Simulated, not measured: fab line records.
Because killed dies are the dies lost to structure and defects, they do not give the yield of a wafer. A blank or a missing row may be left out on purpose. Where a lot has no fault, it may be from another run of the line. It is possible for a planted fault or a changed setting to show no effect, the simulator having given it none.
Matching of chambers    flow nand_harc    rie_diel-01 running NHARC_P_BONDPAD_ACTIVATE_29: 4 sister chambers
The step chemistry N2, time 60 s. 4 wafers are shown with their chamber, then 12 later ones without.

## WAFERS WITH THEIR CHAMBER
wafer   chamber  drypump_motor_current_A (A)
L460.5  0        5.3
L465.2  3        5.9
L465.4  2        5.0
L465.6  1        6.6

## WAFERS WITHOUT THEIR CHAMBER
wafer   drypump_motor_current_A (A)
L467.2  5.3
L467.4  6.6
L467.6  6.6
L472.3  5.1
L472.5  5.3
L472.6  6.6
L473.1  5.1
L473.4  5.9
L473.6  6.6
L474.1  6.6
L474.2  5.0
L474.6  5.3

## THE CHAMBER EACH PASSED THROUGH
wafer   from the rows above  in truth
L467.2  0                    0
L467.4  1                    1
L467.6  1                    1
L472.3  2                    2
L472.5  0                    0
L472.6  1                    1
L473.1  2                    2
L473.4  3                    3
L473.6  1                    1
L474.1  1                    1
L474.2  2                    2
L474.6  0                    0
Correctly placed: 12 of 12. Not placeable from these rows: 0. Placed wrongly: 0.
How it was worked out, from the rows above alone: a wafer's distance from a chamber is the root of the sum, over the readings, of the square of ((its reading less the chamber's mean) divided by the reading's scatter). The wafer belongs to the nearest chamber; if the next one is less than 2 further off, it can't be placed. The mean given for a chamber averages the wafers shown for that chamber. The scatter: root of mean squared gap, hidden wafer to nearest shown wafer, with one shown wafer a chamber.
